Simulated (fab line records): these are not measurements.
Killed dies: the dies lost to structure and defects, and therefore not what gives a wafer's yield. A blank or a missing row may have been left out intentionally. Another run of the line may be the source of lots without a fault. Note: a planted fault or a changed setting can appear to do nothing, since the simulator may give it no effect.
Split-lot study -- flow n5Finfet -- 21 wafers read from 7 lots, route of 1938 steps

ABOUT THE SPLIT
At N5_WELL_APT_COAT_02 (resist thk 950 nm), the setting spinRpm was moved away from the recipe's 1357 rpm on 8 of the 21 wafers read, by -8.3% to +10.3%. This setting was run at the recipe's value on the other wafers.

The reading is taken at the split's own step.

THE READING
coat_of_WELL_APT_COAT_02.thkNm (the simulator's own value, which no gauge read), in nm, at N5_WELL_APT_COAT_02 (resist thk 950 nm). The file does not state a usual value for it. Across the 13 wafers here that went through the recipe, the average is 949.4 nm and the standard deviation 3.5 nm.

wafer,"tool, chamber at the split","spinRpm as run, rpm",against the recipe,"coat_of_WELL_APT_COAT_02.thkNm, nm",against lot-mates on the recipe
L075.2,"lithoTrack-01, 0",1357,recipe,951.6,-
L075.4,"lithoTrack-01, 0",1357,recipe,953,-
L075.6,"lithoTrack-01, 0",1434,+5.7%,926.8,-25.5
L078.1,"lithoTrack-03, 0",1453,+7.1%,916.6,-29.9
L078.4,"lithoTrack-03, 0",1453,+7.1%,915.7,-30.8
L078.6,"lithoTrack-03, 0",1357,recipe,946.5,-
L082.2,"lithoTrack-04, 0",1357,recipe,953.9,-
L082.3,"lithoTrack-04, 0",1357,recipe,954.8,-
L082.6,"lithoTrack-04, 0",1357,recipe,952.8,-
L084.1,"lithoTrack-04, 0",1357,recipe,946,-
L084.2,"lithoTrack-04, 0",1357,recipe,948.7,-
L084.3,"lithoTrack-04, 0",1357,recipe,945.9,-
L087.4,"lithoTrack-04, 0",1357,recipe,950.4,-
L087.5,"lithoTrack-04, 0",1244,-8.3%,993,+42.6
L087.6,"lithoTrack-04, 0",1244,-8.3%,994.4,+44.0
L093.2,"lithoTrack-04, 0",1459,+7.5%,914.1,-33.7
L093.4,"lithoTrack-04, 0",1357,recipe,948.7,-
L093.5,"lithoTrack-04, 0",1357,recipe,946.9,-
L096.1,"lithoTrack-01, 0",1357,recipe,943.4,-
L096.4,"lithoTrack-01, 0",1497,+10.3%,899.1,-44.3
L096.5,"lithoTrack-01, 0",1497,+10.3%,900.3,-43.1

FIT RESULTS
A straight line over all 21 wafers: coat_of_WELL_APT_COAT_02.thkNm changes by -4.92 nm for each +1% of spinRpm; r = -0.99; the points scatter about the line by 3.2 nm.
The same after taking each lot's own level away (the mean of its wafers on the recipe; 21 wafers): -4.6 nm for each +1%; r = -1.00; scatter 2 nm.
The reading moves by 47 nm for the largest change in spinRpm, on that fit.
Measured against the standard deviation above, the lots' own levels, which go from 943.40 to 953.83 nm, span 3.0 times it.
So the lot-to-lot level changes the slope little: the two slopes agree.
Check: for one of the wafers moved furthest among these (+10.3%), held out of the fit, the line's prediction against its lot-mates is -46.9 nm. It came out at -44.3 nm against them.

FURTHER SPLITS ON THESE WAFERS
Other splits were also applied to these wafers ahead of the reading. Each is held against what the fit with the lots' levels taken away leaves over:
other split on the same wafers,wafers away from the commonest value,r with coat_of_WELL_APT_COAT_02.thkNm (lot level and that fit taken away)
N5_ZERO_LAYER_COAT_05 spinRpm,7,+0.19
N5_ZERO_LAYER_EXPOSE_08 doseMj,2,+0.12

FILE'S OWN FIT
coat_of_WELL_APT_COAT_02.thkNm changes by -4.53 nm for each +1% of spinRpm, r = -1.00.
